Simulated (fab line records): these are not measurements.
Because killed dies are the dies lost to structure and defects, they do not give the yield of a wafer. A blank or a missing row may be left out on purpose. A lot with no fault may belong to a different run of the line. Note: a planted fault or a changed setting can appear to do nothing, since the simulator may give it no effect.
One fault seen from 2 desks ; flow nand-harc ; what lay behind the numbers comes last; until then each desk has only its own

## AT THE METROLOGY DESK
Means of the sampled wafers that have a number, per lot and without regard to the tool the lot ran on: this is what the gauges read. The brackets show how far a lot's mean lies from the usual mean; more than 4 standard deviations puts the lot out of limits, marked OUT.
Columns: A = cd-nm at NHARC_THIN_TSV_CD_MEAS_33, usual 5000.0 nm
lot;first seen here;A
L451;day 18 21:16;4997.8
L452;day 18 22:50;4999.5
L453;day 19 09:11;5000.4
L455;day 19 10:23;5000.1
L454;day 19 11:49;5001.9
L460;day 21 03:43;4998.0
L461;day 22 06:18;4999.5
L466;day 22 07:41;5001.6
L467;day 22 20:49;4999.5
L470;day 24 00:31;4999.1
L473;day 24 15:00;5000.8
Result from this desk: across the 11 lots, nothing is out of limits.

## THE TOOL OWNER'S DESK: wet-bench-01
The tool's own readings at NHARC_P_STI_PRECLEAN_32 (cleans in SC1): means of the sampled wafers that have a number, for each lot that ran on this tool. The brackets show how far a lot's mean lies from the usual mean; more than 4 standard deviations puts the lot out of limits, marked OUT.
Columns: A = temp-c at NHARC_P_STI_PRECLEAN_32, usual 50.02 C
lot;first seen here;A
L451;day 2 10:13;50.09
L452;day 2 21:43;50.12
L454;day 3 07:46;50.05
L460;day 4 17:56;50.10
L461;day 5 05:43;49.97
Result from this desk: across the 5 lots, nothing is out of limits.

## TAKEN TOGETHER
At the metrology desk, nothing out of limits was observed.
Nothing out of limits was seen by the tool owner's desk.

## WHAT HAD BEEN PUT IN BY THE SIMULATOR
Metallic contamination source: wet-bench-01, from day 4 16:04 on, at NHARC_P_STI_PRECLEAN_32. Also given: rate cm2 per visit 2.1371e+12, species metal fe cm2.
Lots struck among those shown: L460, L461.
